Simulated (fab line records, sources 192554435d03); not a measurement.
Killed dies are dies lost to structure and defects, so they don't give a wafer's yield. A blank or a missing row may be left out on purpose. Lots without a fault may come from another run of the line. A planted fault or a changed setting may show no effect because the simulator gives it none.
Which tool did it? | flow n5_finfet | 24 lots, 72 wafers sampled, at 1 step of a route of 1938

WHAT THE GAUGES READ, wafer by wafer
N5_BEOL_M5_OVL_MEAS_12. Usual: M5_OVL -0.2 nm, standard deviation 0.68.
lot  | measured     | on         | M5_OVL (nm)    | flag
L074 | day 8 09:56  | overlay-01 | -0.4 -0.7 -0.7 |
L075 | day 8 20:38  | overlay-02 | 0.4 0.7 0.7    |
L076 | day 9 06:35  | overlay-02 | 1.2 0.5 1.8    |
L077 | day 9 06:47  | overlay-01 | -1.1 0.1 -1.0  |
L079 | day 9 10:28  | overlay-01 | -0.6 -0.7 -0.7 |
L078 | day 9 10:38  | overlay-01 | 0.0 -0.8 -0.2  |
L080 | day 10 05:04 | overlay-01 | -0.2 -0.2 -0.3 |
L081 | day 10 05:15 | overlay-01 | -0.3 0.4 0.3   |
L083 | day 10 12:29 | overlay-01 | -0.7 -1.0 -0.6 |
L082 | day 10 12:56 | overlay-01 | 0.0 0.1 -0.1   |
L084 | day 10 20:37 | overlay-02 | 0.3 1.1 -0.6   |
L085 | day 10 20:54 | overlay-02 | -1.1 -1.5 -1.0 |
L086 | day 11 15:19 | overlay-02 | 2.0 0.4 0.8    |
L087 | day 11 18:48 | overlay-02 | 0.2 -0.7 -0.4  |
L089 | day 11 23:06 | overlay-02 | -0.9 0.0 0.0   |
L088 | day 12 07:44 | overlay-02 | -0.4 -0.7 -1.8 |
L091 | day 12 08:00 | overlay-01 | 0.2 0.9 0.5    |
L090 | day 12 17:10 | overlay-02 | 0.4 0.5 1.5    |
L093 | day 13 04:43 | overlay-01 | -1.3 -1.8 -0.4 |
L092 | day 13 07:35 | overlay-01 | -0.4 0.3 -0.6  |
L094 | day 13 20:27 | overlay-01 | -0.8 -0.7 -0.4 |
L096 | day 14 02:48 | overlay-02 | 0.4 0.4 -0.8   |
L095 | day 14 03:00 | overlay-01 | 0.0 -0.9 0.0   |
L097 | day 14 12:25 | overlay-02 | 0.4 0.3 -0.2   |

WHICH TOOL RAN EACH LOT (tool, then ch and the chambers of the sampled wafers, then the start)
The record holds no process step before these readings.

WHAT THE TOOLS THEMSELVES READ (means of the sampled wafers that have a number; where no wafer has one, the mark that the record gives instead)
The record holds no such reading with a usual standard deviation.

THE ANSWER, worked out from the rows above alone
Rule: a lot is off if the mean of its wafers that have a number lies more than 3 standard deviations from the usual mean. A lot without any number at a reading at which 4 lots or more have one is off too. The other lots that the step has rows for count as sound. The gauges are gone through in route order, then the tools' own readings, and for those a lot's mean is taken as printed above. The first step at which some lot is off is used, and at that step the reading that is off furthest; a lot without a number counts as furthest.
No lot is off at any reading shown: from this, nothing can be told.

WHAT THE SIMULATOR HAD PUT IN
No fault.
